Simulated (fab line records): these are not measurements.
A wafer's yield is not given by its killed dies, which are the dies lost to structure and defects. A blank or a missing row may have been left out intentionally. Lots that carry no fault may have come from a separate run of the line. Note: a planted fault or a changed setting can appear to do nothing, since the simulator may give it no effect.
Matching of chambers ; flow n5 finfet ; rie diel-01 running N5_BEOL_M8_DESCUM_16: 4 sister chambers
The step chemistry O2, time 7.9 s. 18 wafers are shown with their chamber, then 9 later ones without.

WAFERS WITH THEIR CHAMBER
wafer;chamber;showerhead plenum p Torr (Torr);throttle valve pct (%);rf vpp V (V)
L077.4;3;2.16;20.72;244.4
L077.5;0;2.14;20.45;241.9
L077.6;1;2.11;20.49;244.0
L078.2;0;2.14;20.46;243.4
L078.3;1;2.11;20.52;243.5
L078.6;3;2.16;20.72;244.3
L079.2;2;2.15;20.39;244.0
L079.3;3;2.16;20.74;245.1
L079.4;1;2.11;20.52;243.2
L087.1;0;2.13;20.49;242.3
L087.2;3;2.15;20.43;242.2
L087.3;2;2.14;20.41;243.5
L091.1;3;2.15;20.41;243.3
L091.3;2;2.14;20.41;243.2
L091.6;2;2.14;20.43;242.4
L092.1;2;2.14;20.41;242.5
L092.4;3;2.15;20.44;245.2
L092.5;1;2.10;20.55;243.6

SIGNATURES (means of the wafers above)
reading;chamber 0;chamber 1;chamber 2;chamber 3;scatter within a chamber
showerhead plenum p Torr;2.1367;2.1075;2.1420;2.1550;0.00515
throttle valve pct;20.4667;20.5200;20.4100;20.5767;0.0997
rf vpp V;242.533;243.575;243.120;244.083;0.843
Rule: for a wafer and a chamber, the distance is found by dividing, reading by reading, the gap between the wafer's reading and the chamber's mean by the reading's scatter, squaring, summing and taking the root. If the next closest chamber is less than 2 further off than the closest, the wafer can't be placed; otherwise it belongs to the closest. How the scatter is found: for the shown wafers, subtract from each reading the mean of its chamber, square and add these, divide the total by (wafers less chambers), then take the root.

WAFERS WHOSE CHAMBER IS MISSING
wafer;showerhead plenum p Torr (Torr);throttle valve pct (%);rf vpp V (V)
L093.1;2.10;20.57;244.1
L093.4;2.14;20.42;243.8
L093.6;2.15;20.43;243.7
L094.2;2.10;20.57;243.8
L094.3;2.12;20.52;242.4
L094.6;2.10;20.59;242.4
L095.2;2.10;20.57;242.0
L095.4;2.14;20.42;244.3
L095.5;2.12;20.51;243.6

CHAMBER TAKEN BY EACH
wafer;from the rows above;in truth
L093.1;1;1
L093.4;can't be placed: 2 or 0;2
L093.6;can't be placed: 2 or 3 or 0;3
L094.2;1;1
L094.3;can't be placed: 1 or 0 or 2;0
L094.6;1;1
L095.2;1;1
L095.4;can't be placed: 2 or 0 or 3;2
L095.5;can't be placed: 1 or 0 or 2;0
Placed correctly: 4 of 9. These rows do not allow placing 5 (true chamber among the candidates in 5). 0 placed wrongly.
